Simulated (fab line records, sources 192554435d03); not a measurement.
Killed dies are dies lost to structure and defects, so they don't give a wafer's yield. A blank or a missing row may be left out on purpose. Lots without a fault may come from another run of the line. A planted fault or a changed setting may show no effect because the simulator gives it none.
Chamber matching | flow n5_finfet | N5_ILD0_CMP_07 on cmp-02: 4 sister chambers
The step polishes SiO2 flowable, stops on poly-Si, t overpolish 1.18 s, target thk 138.88 nm. 20 wafers are shown with their chamber, then 10 later ones without.

WAFERS WITH THEIR CHAMBER
wafer  | chamber | motor_current_A (A) | slurry_filter_dp_kPa (kPa)
L074.2 | 1       | 12.5                | 13.51
L074.3 | 3       | 10.6                | 13.46
L074.4 | 0       | 10.5                | 13.22
L075.4 | 2       | 11.4                | 13.39
L075.5 | 0       | 9.8                 | 13.55
L075.6 | 3       | 10.4                | 13.67
L077.4 | 0       | 10.2                | 13.13
L077.5 | 0       | 10.4                | 13.49
L077.6 | 3       | 10.3                | 13.57
L078.1 | 2       | 10.8                | 13.44
L078.3 | 3       | 10.4                | 13.62
L078.4 | 1       | 12.6                | 13.59
L083.2 | 1       | 12.2                | 13.49
L083.3 | 2       | 11.9                | 13.55
L083.6 | 3       | 10.3                | 13.57
L087.2 | 0       | 10.2                | 13.64
L087.4 | 2       | 11.8                | 13.38
L087.5 | 2       | 11.3                | 13.56
L088.2 | 0       | 10.3                | 13.65
L088.3 | 2       | 11.6                | 13.22

SIGNATURES (means of the wafers above)
reading              | chamber 0 | chamber 1 | chamber 2 | chamber 3 | scatter within a chamber
motor_current_A      | 10.233    | 12.433    | 11.467    | 10.400    | 0.278
slurry_filter_dp_kPa | 13.4467   | 13.5300   | 13.4233   | 13.5780   | 0.148
Rule: a wafer's distance from a chamber is the root of the sum, over the readings, of the square of ((its reading less the chamber's mean) divided by the reading's scatter). The wafer belongs to the nearest chamber; if the next one is less than 2 further off, it can't be placed. The scatter: the root of (the sum of the squares of (reading less its chamber's mean) over the shown wafers, divided by (wafers less chambers)).

WAFERS WITHOUT THEIR CHAMBER
wafer  | motor_current_A (A) | slurry_filter_dp_kPa (kPa)
L088.5 | 11.3                | 13.46
L090.2 | 12.0                | 13.46
L090.3 | 10.7                | 13.47
L090.4 | 10.5                | 13.56
L091.1 | 13.2                | 13.33
L091.3 | 11.7                | 13.60
L091.6 | 10.3                | 13.63
L096.4 | 10.9                | 13.56
L096.5 | 11.4                | 13.64
L096.6 | 10.7                | 13.54

WHICH CHAMBER EACH WENT THROUGH
wafer  | from the rows above          | in truth
L088.5 | 2                            | 2
L090.2 | can't be placed: 1 or 2      | 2
L090.3 | can't be placed: 3 or 0 or 2 | 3
L090.4 | can't be placed: 3 or 0      | 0
L091.1 | 1                            | 1
L091.3 | can't be placed: 2 or 1      | 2
L091.6 | can't be placed: 3 or 0      | 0
L096.4 | can't be placed: 3 or 2 or 0 | 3
L096.5 | 2                            | 2
L096.6 | can't be placed: 3 or 0 or 2 | 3
Placed correctly: 3 of 10. Can't be placed from these rows: 7 (the true chamber is among the candidates in 7). Placed wrongly: 0.
